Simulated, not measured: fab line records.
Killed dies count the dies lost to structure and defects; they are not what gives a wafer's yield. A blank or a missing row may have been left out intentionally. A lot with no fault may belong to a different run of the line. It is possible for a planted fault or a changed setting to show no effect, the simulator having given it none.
Chamber matching    flow n5Finfet    3 sister chambers for N5_BEOL_M0_CO_CAP_123 on cvdCo-01
The step material Co, precursor CCTBA/H2, target thk 2 nm, time 102.1 s. 6 wafers are shown with their chamber, then 12 later ones without.

== WAFERS WITH THEIR CHAMBER ==
wafer   chamber  heaterPowerW (W)
L085.6  0        232
L087.4  1        276
L090.6  0        229
L091.1  2        235
L091.4  1        272
L091.5  2        250

== WAFERS WITHOUT THEIR CHAMBER ==
wafer   heaterPowerW (W)
L092.1  242
L092.3  235
L092.6  236
L094.1  237
L094.2  270
L094.6  237
L096.1  274
L096.2  243
L096.6  235
L097.1  240
L097.3  267
L097.5  268

== EACH ONE'S CHAMBER ==
wafer   from the rows above      in truth
L092.1  can't be placed: 2 or 0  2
L092.3  can't be placed: 0 or 2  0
L092.6  can't be placed: 0 or 2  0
L094.1  can't be placed: 2 or 0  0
L094.2  1                        1
L094.6  can't be placed: 2 or 0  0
L096.1  1                        1
L096.2  can't be placed: 2 or 0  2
L096.6  can't be placed: 0 or 2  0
L097.1  can't be placed: 2 or 0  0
L097.3  1                        1
L097.5  1                        1
Correctly placed: 4 of 12. These rows do not allow placing 8 (true chamber among the candidates in 8). Placed wrongly: 0.
How it was worked out, from the rows above alone: a wafer's distance from a chamber is the root of the sum, over the readings, of the square of ((its reading less the chamber's mean) divided by the reading's scatter). If the next closest chamber is less than 2 further off than the closest, the wafer can't be placed; otherwise it belongs to the closest. Each chamber's mean is taken over the wafers shown for it. The scatter: take each reading less its chamber's mean, square it, sum over the shown wafers, divide by the number of wafers less the number of chambers, and take the root.
